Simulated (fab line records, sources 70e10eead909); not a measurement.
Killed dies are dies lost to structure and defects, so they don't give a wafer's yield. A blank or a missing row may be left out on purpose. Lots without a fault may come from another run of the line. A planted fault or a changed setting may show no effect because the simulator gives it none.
Chamber matching | flow nand_harc | NHARC_A_DECK1_JOINT_CMP_13 on cmp-02: 4 sister chambers
The step polishes, target thk 51.023 nm. 20 wafers are shown with their chamber, then 10 later ones without.

WAFERS WITH THEIR CHAMBER
wafer  | chamber | motor_current_A (A) | time_to_endpoint_s (s)
L074.2 | 0       | 10.3                | 10.0
L074.3 | 2       | 13.4                | 7.1
L074.5 | 2       | 12.8                | 11.2
L075.1 | 0       | 9.9                 | 9.0
L075.2 | 3       | 11.8                | 10.0
L075.4 | 1       | 11.1                | 7.4
L077.2 | 1       | 10.9                | 9.7
L077.5 | 1       | 10.9                | 10.5
L077.6 | 0       | 10.2                | 9.1
L078.2 | 1       | 10.9                | 8.4
L078.3 | 3       | 11.8                | 8.4
L078.6 | 2       | 13.5                | 9.3
L087.3 | 3       | 12.7                | 10.0
L087.4 | 1       | 10.9                | 7.7
L087.6 | 2       | 13.1                | 12.9
L087.1 | 0       | 10.7                | 11.3
L087.2 | 2       | 13.1                | 11.6
L087.5 | 1       | 10.5                | 10.5
L088.3 | 0       | 11.0                | 6.5
L088.5 | 0       | 10.8                | 8.2

SIGNATURES (means of the wafers above)
reading            | chamber 0 | chamber 1 | chamber 2 | chamber 3 | scatter within a chamber
motor_current_A    | 10.483    | 10.867    | 13.180    | 12.100    | 0.345
time_to_endpoint_s | 9.017     | 9.033     | 10.420    | 9.467     | 1.68
Rule: a wafer's distance from a chamber is the root of the sum, over the readings, of the square of ((its reading less the chamber's mean) divided by the reading's scatter). The wafer belongs to the nearest chamber; if the next one is less than 2 further off, it can't be placed. The scatter: the root of (the sum of the squares of (reading less its chamber's mean) over the shown wafers, divided by (wafers less chambers)).

WAFERS WITHOUT THEIR CHAMBER
wafer  | motor_current_A (A) | time_to_endpoint_s (s)
L088.6 | 11.0                | 8.0
L088.1 | 11.0                | 6.6
L088.2 | 13.0                | 9.8
L088.4 | 12.6                | 5.3
L096.2 | 12.3                | 11.4
L096.3 | 11.1                | 11.1
L096.6 | 12.7                | 10.0
L096.1 | 10.8                | 10.7
L096.4 | 11.7                | 7.3
L096.5 | 12.5                | 10.0

WHICH CHAMBER EACH WENT THROUGH
wafer  | from the rows above          | in truth
L088.6 | can't be placed: 1 or 0      | 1
L088.1 | can't be placed: 1 or 0      | 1
L088.2 | can't be placed: 2 or 3      | 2
L088.4 | can't be placed: 3 or 2      | 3
L096.2 | can't be placed: 3 or 2      | 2
L096.3 | can't be placed: 1 or 0 or 3 | 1
L096.6 | can't be placed: 2 or 3      | 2
L096.1 | can't be placed: 1 or 0      | 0
L096.4 | can't be placed: 3 or 1 or 0 | 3
L096.5 | can't be placed: 3 or 2      | 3
Placed correctly: 0 of 10. Can't be placed from these rows: 10 (the true chamber is among the candidates in 10). Placed wrongly: 0.
